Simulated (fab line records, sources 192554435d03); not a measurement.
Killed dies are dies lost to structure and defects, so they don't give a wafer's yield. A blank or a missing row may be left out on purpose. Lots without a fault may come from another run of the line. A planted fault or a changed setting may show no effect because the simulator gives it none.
Chamber matching | flow n5_finfet | N5_HKMG_FIN_ALD_21 on ald_metal-02: 4 sister chambers
The step deposits TiN, target thk 1.5 nm, pulse time 1 s, purge time 3 s. 4 wafers are shown with their chamber, then 7 later ones without.

WAFERS WITH THEIR CHAMBER
wafer  | chamber | heater_power_w (W)
L086.3 | 2       | 845
L091.6 | 0       | 928
L092.2 | 3       | 905
L092.5 | 1       | 1192

WAFERS WITHOUT THEIR CHAMBER
wafer  | heater_power_w (W)
L092.6 | 933
L094.1 | 1168
L094.5 | 946
L094.6 | 907
L097.1 | 1184
L097.2 | 890
L097.3 | 845

WHICH CHAMBER EACH WENT THROUGH
wafer  | from the rows above     | in truth
L092.6 | can't be placed: 0 or 3 | 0
L094.1 | 1                       | 1
L094.5 | can't be placed: 0 or 3 | 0
L094.6 | can't be placed: 3 or 0 | 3
L097.1 | 1                       | 1
L097.2 | can't be placed: 3 or 0 | 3
L097.3 | 2                       | 2
Placed correctly: 3 of 7. Can't be placed from these rows: 4 (the true chamber is among the candidates in 4). Placed wrongly: 0.
How it was worked out, from the rows above alone: a wafer's distance from a chamber is the root of the sum, over the readings, of the square of ((its reading less the chamber's mean) divided by the reading's scatter). The wafer belongs to the nearest chamber; if the next one is less than 2 further off, it can't be placed. A chamber's mean is the mean of its shown wafers. The scatter: with one shown wafer a chamber, the root of the mean of the squares of how far each hidden wafer lies from its nearest shown one.
